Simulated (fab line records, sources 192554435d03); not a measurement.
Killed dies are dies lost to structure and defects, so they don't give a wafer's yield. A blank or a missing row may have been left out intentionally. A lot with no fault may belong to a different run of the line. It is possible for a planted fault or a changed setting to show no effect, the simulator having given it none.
Split-lot experiment | flow n5-finfet | on a route of 1938 steps: 7 lots, 21 wafers read

== THE SPLIT ==
At N5_BEOL_M8_COAT_71 (time 60 s, resist thk 5 nm), the setting spin-rpm was moved away from the recipe's 1500 rpm on 10 of the 21 wafers read, by -7.9% to +8.7%. The other wafers ran this setting at the recipe's value.

== FROM THE SPLIT TO THE READING: what the file shows between them, 3 steps ==
- N5_BEOL_M8_COAT_22: resist thk 30 nm
- N5_BEOL_M8_EBR_24
- N5_BEOL_M8_DESCUM_33: chemistry O2, time 7 s

== THE READING ==
etch.depth-nm (the simulator's own value, which no gauge read), in nm, at N5_BEOL_M8_ETCH_72 (etches underlayer in N2/H2, target depth 6.5 nm, time 5.2 s). The file does not state a usual value for it. The 11 wafers here that ran the recipe average 5.007 nm, standard deviation 0.013 nm.

wafer  | tool, chamber at the split | spin-rpm as run, rpm | against the recipe | etch.depth-nm, nm | against lot-mates on the recipe
L075.3 | litho-track-02, 0          | 1445                 | -3.7%              | 5.081             | no lot-mate on the recipe
L075.4 | litho-track-02, 0          | 1445                 | -3.7%              | 5.078             | no lot-mate on the recipe
L075.5 | litho-track-02, 0          | 1445                 | -3.7%              | 5.072             | no lot-mate on the recipe
L077.2 | litho-track-03, 0          | 1621                 | +8.1%              | 4.845             | -0.178
L077.3 | litho-track-03, 0          | 1621                 | +8.1%              | 4.843             | -0.180
L077.4 | litho-track-03, 0          | 1500                 | recipe             | 5.023             | -
L081.2 | litho-track-03, 0          | 1630                 | +8.7%              | 4.789             | -0.213
L081.5 | litho-track-03, 0          | 1500                 | recipe             | 5                 | -
L081.6 | litho-track-03, 0          | 1500                 | recipe             | 5.003             | -
L080.1 | litho-track-03, 0          | 1500                 | recipe             | 4.987             | -
L080.3 | litho-track-03, 0          | 1500                 | recipe             | 5.006             | -
L080.5 | litho-track-03, 0          | 1500                 | recipe             | 5.015             | -
L085.2 | litho-track-05, 0          | 1547                 | +3.1%              | 4.936             | -0.061
L085.4 | litho-track-05, 0          | 1500                 | recipe             | 5.007             | -
L085.6 | litho-track-05, 0          | 1500                 | recipe             | 4.987             | -
L088.1 | litho-track-05, 0          | 1500                 | recipe             | 5.032             | -
L088.5 | litho-track-05, 0          | 1568                 | +4.5%              | 4.901             | -0.123
L088.6 | litho-track-05, 0          | 1500                 | recipe             | 5.016             | -
L095.1 | litho-track-05, 0          | 1382                 | -7.9%              | 5.237             | +0.238
L095.3 | litho-track-05, 0          | 1500                 | recipe             | 4.999             | -
L095.6 | litho-track-05, 0          | 1382                 | -7.9%              | 5.23              | +0.231

FIT RESULTS
A straight line over all 21 wafers: etch.depth-nm changes by -0.024 nm for each +1% of spin-rpm; r = -0.98; the points scatter about the line by 0.02 nm.
The same after taking each lot's own level away (the mean of its wafers on the recipe; 18 wafers): -0.0259 nm for each +1%; r = -0.99; scatter 0.015 nm.
According to that fit, moving spin-rpm by its largest amount changes the reading by 0.22 nm.
The span of the lots' own levels, 4.9970 to 5.0240 nm, comes to 2.0 times the standard deviation stated above.
Consequently the slope shifts little with the lot-to-lot level, the two slopes agreeing.
Check: -0.217 nm against its lot-mates is what the line predicts for one of the wafers moved furthest among these (+8.7%) when that wafer is left out of the fit. Against them it came out at -0.213 nm.

== OTHER SPLITS ON THESE WAFERS ==
These wafers also went through other splits before the reading. Each is held against what the fit with the lots' levels taken away leaves over:
other split on the same wafers | wafers away from the commonest value | r with etch.depth-nm (lot level and that fit taken away)
N5_BEOL_M4_DESCUM_16 time-s    | 5                                    | +0.16
N5_BEOL_M7_COAT_60 spin-rpm    | 5                                    | +0.00
N5_BEOL_M7_EXPOSE_08 dose-mj   | 5                                    | -0.26

== THE WHOLE CHAIN: every reading that the file lists as answering this split, in the file's order ==
step               | what it does                                                | reading                                                        | change (the file's fit)                | r (the file's)
N5_BEOL_M8_ETCH_72 | etches underlayer in N2/H2, target depth 6.5 nm, time 5.2 s | etch-rf-on-time-s                                              | withheld for each +1% of the setting   | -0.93
N5_BEOL_M8_ETCH_72 | etches underlayer in N2/H2, target depth 6.5 nm, time 5.2 s | etch.depth-nm (the simulator's own value, which no gauge read) | -0.0253 nm for each +1% of the setting | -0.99

== THE FILE'S OWN FIT ==
etch.depth-nm changes by -0.0253 nm for each +1% of spin-rpm, r = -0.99.
